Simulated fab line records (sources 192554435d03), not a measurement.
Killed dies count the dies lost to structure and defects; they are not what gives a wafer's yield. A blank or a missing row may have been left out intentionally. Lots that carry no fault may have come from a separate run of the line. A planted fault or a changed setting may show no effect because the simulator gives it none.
fab line records	flow n5-finfet
record: lots: 6	wafers: 17	last-day: 18
route steps=1938 shown BEOL_M1@808 BEOL_M4@1111 PASSIVATION@1936
lots with no fault: from the same line, run without faults
start-h: the number of hours between the record's first day and the start of the first shown wafer of the lot	wait-h: hours from the lot's prior step to this one	" repeats the value in the row above	L1.1+2: one row covering several wafers at once	- either no value or no given start	* or withheld: withheld	< > ~ a bound
route shown NAME@n: a module of which the file shows steps, and the number in the route of the first	usual: mean/standard deviation of fault-free wafers	same: alike in all rows	chamber/n: place in a boat	sites: per-site readings	_std_site: the values' standard deviation	_edge_site: outer sites' mean less inner sites'	radius-mm: how far each site lies from the wafer's centre	mask NAME#n: copy n	behind: the most recent tool/chamber to have shaped the wafer	hold: what put the lot on hold/how long, in hours/how the hold closed	device: the transistor (n, p or np) that didn't switch	end of line: at the end of the route, the tests of the same wafers	a step without rows: its recipe alone	killed: not the wafer's yield, but the dies lost to structure and defects at the first sort	map: a wafer's dies, marking killed ones x, the rest . and places with no die _
set.NAME: the setting the step ran with; set.NAME@STEP: the setting that earlier step ran with	model.NAME: the simulator's own value behind a step, which no gauge read
certain route steps with their lots: each step a table, each wafer a row
== steps ==
step: N5_BEOL_M1_CD_MEAS_35
recipe: target-cd-nm: 18	target-cd-y-nm: 21	polarity: opening
usual: cd-nm: 18.1/0.44
lot.wafer	tool	chamber	start-h	wait-h	cd-nm
L369.3	cd-sem-01	-	198.84	0.0	17.4
L369.4	"	-	"	"	18.3
L369.5	"	-	"	"	18.4
L371.4	cd-sem-01	-	219.74	0.0	17.2
L371.5	"	-	"	"	17.9
L371.6	"	-	"	"	18.0
L370.1	cd-sem-03	-	219.77	0.0	18.4
L370.4	"	-	"	"	18.2
L370.5	"	-	"	"	18.0
L374.3	cd-sem-01	-	236.33	0.0	18.5
L374.5	"	-	"	"	18.5
L374.6	"	-	"	"	17.7
L375.2	cd-sem-03	-	246.55	0.0	18.0
L375.5	"	-	"	"	18.2
L375.6	"	-	"	"	18.1
L380.1	cd-sem-01	-	269.02	0.0	18.5
L380.5	"	-	"	"	18.8
step: N5_BEOL_M1_DEGAS_44
recipe: ambient: vacuum	temp-c: 250	time-s: 60
step: N5_BEOL_M1_PRE_CLEAN_45
recipe: gas: H2/He	time-s: 30	temp-c: 250
step: N5_BEOL_M1_ALD_84
recipe: material: TaN	target-thk-a: *	temp-c: 275	ald-precursor-family: PDMAT	ald-co-reactant: NH3	pressure-torr: 3	carrier-flow-sccm: 1500	pulse-time-s: 2	purge-time-s: 3	co-reactant-purge-time-s: 2	co-reactant-pulse-time-s: 3	ald-cycles: 30	precursor-vessel-temp-c: 75	precursor-vessel-pressure-torr: 26.25	precursor-vessel-carrier-sccm: 1000
step: N5_BEOL_M1_SURFACE_TREAT_85
recipe: gas: Ar	time-s: *	ion-energy-ev: *	ion-current-ma-cm2: 0.5	pressure-mtorr: *	ar-flow-sccm: 30
step: N5_BEOL_M1_CVD_47
recipe: material: Co	target-thk-a: 30	temp-c: withheld	precursor: CCTBA/H2	pressure-torr: 30	time-s: 223.8
step: N5_BEOL_M1_SPUTTER_48
recipe: material: Cu	target-thk-a: 45	temp-c: -20	chamber-pressure-pa: 0.07	power-w: withheld	time-s: 8.29
step: N5_BEOL_M1_ANNEAL_49
recipe: temp-c: 400	time-s: 240	ambient: vacuum
usual: heater-power-w: 813/57
same: time-s: 240
lot.wafer	tool	chamber	start-h	wait-h	heater-power-w
L369.3	pvd-sputter-01	-	200.02	0.0	764
L369.4	"	-	"	"	820
L369.5	"	-	"	"	812
L371.4	pvd-sputter-01	-	220.61	0.0	772
L371.5	"	-	"	"	760
L371.6	"	-	"	"	765
L370.1	pvd-sputter-01	-	222.45	0.0	770
L370.4	"	-	"	"	748
L370.5	"	-	"	"	829
L374.3	pvd-sputter-01	-	237.85	0.0	770
L374.5	"	-	"	"	833
L374.6	"	-	"	"	786
L375.2	pvd-sputter-03	-	247.37	0.0	846
L375.5	"	-	"	"	787
L375.6	"	-	"	"	793
L380.1	pvd-sputter-01	-	270.50	0.0	767
L380.5	"	-	"	"	781
step: N5_BEOL_M1_SPUTTER_79
recipe: material: Cu	target-thk-a: 45	temp-c: -20	chamber-pressure-pa: 0.07	power-w: withheld	time-s: 8.29
usual: chamber-pressure-pa: 0.07001/0.00013	chuck-gas-flow-sccm: 1.26/0.06	chuck-sensor-temp-C: -15.9/0.43	throttle-valve-pct: 30.3/1
same: time-s: 8.29
lot.wafer	tool	chamber	start-h	wait-h	chamber-pressure-pa	chuck-gas-flow-sccm	chuck-sensor-temp-C	throttle-valve-pct
L369.3	pvd-sputter-01	-	200.16	0.1	0.0701	1.22	-16.1	28.3
L369.4	"	-	"	"	0.06982	1.27	-16.1	30.3
L369.5	"	-	"	"	0.07005	1.28	-15.8	30.2
L371.4	pvd-sputter-01	-	220.75	0.1	0.06977	1.34	-15.6	31.4
L371.5	"	-	"	"	0.06997	1.22	-15.5	30.2
L371.6	"	-	"	"	0.07023	1.30	-15.9	28.4
L370.1	pvd-sputter-01	-	222.59	0.1	0.07003	1.34	-16.0	28.7
L370.4	"	-	"	"	0.07004	1.21	-15.6	30.1
L370.5	"	-	"	"	0.07008	1.13	-15.9	30.5
L374.3	pvd-sputter-01	-	237.99	0.1	0.0699	1.22	-15.7	31.9
L374.5	"	-	"	"	0.07009	1.27	-15.9	30.4
L374.6	"	-	"	"	0.06987	1.24	-15.6	31.8
L375.2	pvd-sputter-03	-	247.51	0.1	0.07007	1.26	-15.8	28.7
L375.5	"	-	"	"	0.06988	1.31	-15.7	31.4
L375.6	"	-	"	"	0.06985	1.17	-15.5	30.6
L380.1	pvd-sputter-01	-	270.64	0.1	0.06997	1.32	-15.5	30.2
L380.5	"	-	"	"	0.06978	1.24	-15.5	31.9
step: N5_BEOL_M1_ANNEAL_80
recipe: temp-c: 400	time-s: 240	ambient: vacuum
usual: heater-power-w: 813/56
same: time-s: 240
lot.wafer	tool	chamber	start-h	wait-h	heater-power-w
L369.3	pvd-sputter-01	-	200.24	0.0	739
L369.4	"	-	"	"	825
L369.5	"	-	"	"	795
L371.4	pvd-sputter-01	-	220.83	0.0	779
L371.5	"	-	"	"	748
L371.6	"	-	"	"	767
L370.1	pvd-sputter-01	-	222.67	0.0	756
L370.4	"	-	"	"	743
L370.5	"	-	"	"	806
L374.3	pvd-sputter-01	-	238.07	0.0	767
L374.5	"	-	"	"	810
L374.6	"	-	"	"	777
L375.2	pvd-sputter-03	-	247.59	0.0	860
L375.5	"	-	"	"	810
L375.6	"	-	"	"	773
L380.1	pvd-sputter-01	-	270.72	0.0	763
L380.5	"	-	"	"	770
step: N5_BEOL_M1_SPUTTER_81
recipe: material: Cu	target-thk-a: 45	temp-c: -20	chamber-pressure-pa: 0.07	power-w: withheld	time-s: 8.29
usual: chamber-pressure-pa: 0.07001/0.00014	chuck-gas-flow-sccm: 1.26/0.054	chuck-sensor-temp-C: -15.9/0.45	throttle-valve-pct: 30.3/0.98
same: time-s: 8.29
lot.wafer	tool	chamber	start-h	wait-h	chamber-pressure-pa	chuck-gas-flow-sccm	chuck-sensor-temp-C	throttle-valve-pct
L369.3	pvd-sputter-01	-	200.38	0.1	0.07032	1.31	-16.0	28.8
L369.4	"	-	"	"	0.07006	1.15	-15.7	30.5
L369.5	"	-	"	"	0.06994	1.31	-15.9	30.6
L371.4	pvd-sputter-01	-	220.97	0.1	0.07014	1.24	-15.7	31.7
L371.5	"	-	"	"	0.06995	1.24	-15.5	30.0
L371.6	"	-	"	"	0.06996	1.29	-16.0	28.7
L370.1	pvd-sputter-01	-	222.81	0.1	0.07023	1.21	-15.9	28.9
L370.4	"	-	"	"	0.07018	1.25	-15.4	30.3
L370.5	"	-	"	"	0.06987	1.39	-15.8	30.3
L374.3	pvd-sputter-01	-	238.21	0.1	0.0701	1.27	-15.6	31.8
L374.5	"	-	"	"	0.07017	1.27	-15.7	30.6
L374.6	"	-	"	"	0.07	1.23	-15.6	31.8
L375.2	pvd-sputter-03	-	247.73	0.1	0.06991	1.25	-15.7	28.9
L375.5	"	-	"	"	0.07009	1.24	-15.4	31.3
L375.6	"	-	"	"	0.06999	1.27	-15.4	30.9
L380.1	pvd-sputter-01	-	270.86	0.1	0.07009	1.30	-15.5	30.2
L380.5	"	-	"	"	0.07006	1.27	-15.7	31.8
step: N5_BEOL_M1_ANNEAL_82
recipe: temp-c: 400	time-s: 240	ambient: vacuum
usual: heater-power-w: 814/55
same: time-s: 240
lot.wafer	tool	chamber	start-h	wait-h	heater-power-w
L369.3	pvd-sputter-01	-	200.46	0.0	753
L369.4	"	-	"	"	825
L369.5	"	-	"	"	822
L371.4	pvd-sputter-01	-	221.05	0.0	762
L371.5	"	-	"	"	763
L371.6	"	-	"	"	747
L370.1	pvd-sputter-01	-	222.89	0.0	775
L370.4	"	-	"	"	772
L370.5	"	-	"	"	831
L374.3	pvd-sputter-01	-	238.29	0.0	764
L374.5	"	-	"	"	829
L374.6	"	-	"	"	775
L375.2	pvd-sputter-03	-	247.81	0.0	868
L375.5	"	-	"	"	781
L375.6	"	-	"	"	763
L380.1	pvd-sputter-01	-	270.94	0.0	776
L380.5	"	-	"	"	771
step: N5_BEOL_M1_SPUTTER_86
recipe: material: Cu	target-thk-a: 45	temp-c: -20	chamber-pressure-pa: 0.07	power-w: withheld	time-s: 8.29
usual: chamber-pressure-pa: 0.07001/0.00015	chuck-gas-flow-sccm: 1.26/0.056	chuck-sensor-temp-C: -15.9/0.42	throttle-valve-pct: 30.3/0.98	time-s: 8.29/0
lot.wafer	tool	chamber	start-h	wait-h	chamber-pressure-pa	chuck-gas-flow-sccm	chuck-sensor-temp-C	throttle-valve-pct	time-s
L369.3	pvd-sputter-01	-	200.60	0.1	0.0698	1.27	-16.0	28.7	8.29
L369.4	"	-	"	"	0.07021	1.25	-15.9	30.3	8.29
L369.5	"	-	"	"	0.07001	1.33	-15.9	30.2	8.29
L371.4	pvd-sputter-01	-	221.19	0.1	0.06995	1.22	-15.5	31.8	8.29
L371.5	"	-	"	"	0.06985	1.21	-15.6	30.2	8.29
L371.6	"	-	"	"	0.07017	1.30	-16.0	28.7	8.29
L370.1	pvd-sputter-01	-	223.03	0.1	0.07004	1.24	-16.1	28.8	8.29
L370.4	"	-	"	"	0.06984	1.26	-15.6	30.1	8.29
L370.5	"	-	"	"	0.07022	1.30	-16.0	30.2	8.29
L374.3	pvd-sputter-01	-	238.43	0.1	-	-	-	-	-
L374.5	"	-	"	"	-	-	-	-	-
L374.6	"	-	"	"	-	-	-	-	-
L375.2	pvd-sputter-03	-	247.95	0.1	-	-	-	-	-
L375.5	"	-	"	"	-	-	-	-	-
L375.6	"	-	"	"	-	-	-	-	-
L380.1	pvd-sputter-01	-	271.08	0.1	0.06998	1.25	-15.6	30.2	8.29
L380.5	"	-	"	"	0.0698	1.29	-15.7	31.7	8.29
step: N5_BEOL_M1_ANNEAL_87
recipe: temp-c: 400	time-s: 240	ambient: vacuum
step: N5_BEOL_M4_RC_MEAS_101
usual: DIBL_N: 36.1/2	DIBL_P: 36.3/2.5	IOFF_N: 0.16/0.037	IOFF_P: 0.21/0.039	ION_N: 678/15	ION_P: 465/8.7	SS_N: 71.4/0.7	SS_P: 73.3/0.74	VT_N: 249/3.6	VT_P: -250.0/2.9
lot.wafer	tool	chamber	start-h	wait-h	DIBL_N[mV/V]	DIBL_P[mV/V]	IOFF_N[nA/um]	IOFF_P[nA/um]	ION_N[uA/um]	ION_P[uA/um]	SS_N[mV/dec]	SS_P[mV/dec]	VT_N[mV]	VT_P[mV]
L369.3	prober-02	0	256.59	0.3	33.7	33.8	0.13	0.18	677	465	70.9	72.3	252	-252.4
L369.4	"	0	"	"	34.7	34.0	0.14	0.19	658	453	71.0	72.8	250	-252.1
L369.5	"	0	"	"	33.9	34.1	0.13	0.19	680	468	70.7	72.6	249	-252.0
L371.4	prober-01	0	269.30	0.5	36.8	36.9	0.18	0.24	682	470	71.6	73.6	247	-244.9
L371.5	"	0	"	"	36.0	35.8	0.15	0.23	659	464	71.5	73.7	250	-250.1
L371.6	"	0	"	"	35.5	36.3	0.16	0.24	685	477	71.4	73.4	246	-245.0
L370.1	prober-02	0	275.10	0.0	38.8	40.3	0.20	0.24	696	481	72.3	73.9	246	-247.9
L370.4	"	0	"	"	40.2	42.1	0.24	0.29	681	465	72.8	74.5	246	-248.6
L370.5	"	0	"	"	38.7	39.6	0.20	0.23	691	470	71.6	74.2	245	-248.5
L374.3	prober-02	0	299.46	0.3	32.7	32.9	0.11	0.16	668	463	70.4	72.5	256	-250.3
L374.5	"	0	"	"	33.5	33.2	0.12	0.16	664	460	70.7	72.6	254	-253.1
L374.6	"	0	"	"	38.5	41.1	0.21	0.30	676	469	71.9	74.7	247	-245.6
L375.2	prober-02	0	301.57	0.2	36.1	35.3	0.17	0.19	689	466	71.4	72.7	245	-251.4
L375.5	"	0	"	"	38.8	40.0	0.20	0.27	679	465	72.8	74.0	248	-247.3
L375.6	"	0	"	"	38.2	37.8	0.20	0.23	700	474	72.4	73.6	248	-250.3
L380.1	prober-02	0	313.10	0.0	34.4	35.3	0.13	0.20	663	456	70.3	73.5	250	-248.7
L380.5	"	0	"	"	32.6	32.2	0.11	0.16	674	474	70.5	72.4	252	-252.8
step: N5_PASSIVATION_PROBE_49
usual: defect-limited-yield: 91.1/1.3	killed_at_M0_to_M3: 32/9.7	killed_at_M4_up: 16/6	killed-at-contacts: 12/5.9	killed-at-front-end: 41/11	killed-at-other: 4/3.1	killed-dies: 104/16	killed-open: 68/12	killed-short: 34/7.4	sort_bin_5_function: 5.1/0.85	sort_bin_6_memory: 3.3/0.66	sort_bin_8_speed: 0.1/0.53	sort-n-pass: 1075/16	sort-yield-pct: 91.1/1.4
same: gross-dies: 1180	killed-at-back-side: 0	sort_bin_4_leakage[%]: 0
lot.wafer	tool	chamber	start-h	wait-h	defect-limited-yield[%]	killed_at_M0_to_M3	killed_at_M4_up	killed-at-contacts	killed-at-front-end	killed-at-other	killed-dies	killed-open	killed-short	sort_bin_5_function[%]	sort_bin_6_memory[%]	sort_bin_8_speed[%]	sort-n-pass	sort-yield-pct[%]
L374.3	prober-01	-	400.04	0.1	89.6	28	24	19	52	0	123	83	28	5.9	3.9	0	1057	89.6
L374.5	prober-01	-	400.14	0.2	91.9	35	22	6	28	4	95	52	37	5.0	2.8	0	1085	91.9
L374.6	prober-01	-	400.19	0.3	92.3	31	15	8	37	0	91	57	21	3.7	3.3	0	1089	92.3
L375.2	prober-01	-	412.99	0.1	91.4	33	11	20	34	4	102	71	26	5.6	2.9	0	1078	91.4
L375.5	prober-01	-	413.14	0.2	91.4	38	9	11	42	2	102	57	34	5.4	2.6	0	1078	91.4
L375.6	prober-01	-	413.19	0.3	91.8	35	10	5	44	3	97	51	29	4.9	2.0	0	1083	91.8
killed by level:class
L374.3 MOL_CONTACT_COAG:geometric-particle:open=17 DUMMY_GATE:geometric-particle:open=14 STI_FIN_REVEAL:geometric-particle:open=9 BEOL_M3:geometric-particle:open=9 BEOL_M4:geometric-particle:open=9 BEOL_M1:interface-void-opened=7 FIN_SAQP:geometric-particle:open=6 BEOL_M2:geometric-particle:open=5
L374.5 BEOL_M4:geometric-particle:open=10 FIN_SAQP:geometric-particle:short=9 BEOL_M0_SAQP:geometric-particle:short=6 BEOL_M0_SAQP:geometric-particle:open=6 BEOL_M3:geometric-particle:open=6 BEOL_M1:interface-void-opened=6 MOL_CONTACT_COAG:geometric-particle:open=5 FIN_SAQP:geometric-particle:open=3
L374.6 MOL_CONTACT_COAG:geometric-particle:open=7 BEOL_M1:geometric-particle:open=7 HKMG_FIN:area-etch=7 BEOL_M4:geometric-particle:open=6 BEOL_M1:interface-void-opened=6 BEOL_M0_SAQP:geometric-particle:short=5 STARTING-WAFER:geometric-particle:open=5 FIN_SAQP:geometric-particle:open=4
L375.2 MOL_CONTACT_COAG:geometric-particle:open=20 FIN_SAQP:geometric-particle:open=8 FIN_SAQP:geometric-particle:short=6 STI_FIN_REVEAL:geometric-particle:open=5 BEOL_M0_SAQP:geometric-particle:short=5 BEOL_M0_SAQP:geometric-particle:open=5 BEOL_M0:geometric-particle:open=5 BEOL_M1:interface-void-opened=5
L375.5 BEOL_M0_SAQP:geometric-particle:open=12 STI_FIN_REVEAL:geometric-particle:open=8 MOL_CONTACT_COAG:geometric-particle:open=8 BEOL_M0_SAQP:geometric-particle:short=7 BEOL_M1:interface-void-opened=7 BEOL_M3:geometric-particle:open=6 ILD0:geometric-particle:short=5 FIN_CUT:geometric-particle:short=4
L375.6 BEOL_M3:geometric-particle:open=13 HKMG_FIN:area-etch=13 STI_FIN_REVEAL:geometric-particle:open=6 ILD0:geometric-particle:short=5 MOL_CONTACT_COAG:geometric-particle:open=5 FIN_SAQP:geometric-particle:short=4 BEOL_M0_SAQP:geometric-particle:short=4 BEOL_M1:interface-void-opened=4
== key ==
first-sign: step: N5_BEOL_M1_SPUTTER_86	reading: tool-record	direction: missing
effect none on later readings
met-at N5_BEOL_M1_SPUTTER_86
struck-wafers L374.3,L374.5,L374.6,L375.2,L375.5,L375.6
baseline-loss: step: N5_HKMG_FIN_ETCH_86	wafers: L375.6
onset-between 223.03 238.43
fault: kind: skipped-step-whole	tool: pvd-sputter-01,pvd-sputter-03	chamber: -	onset-h: 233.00	steps: N5_BEOL_M1_SPUTTER_86	scope: struck-lots-only
baseline-loss: these wafers lose ten dies or more at that step, a loss of the line's own and not of a fault; the sort's usual values leave them out
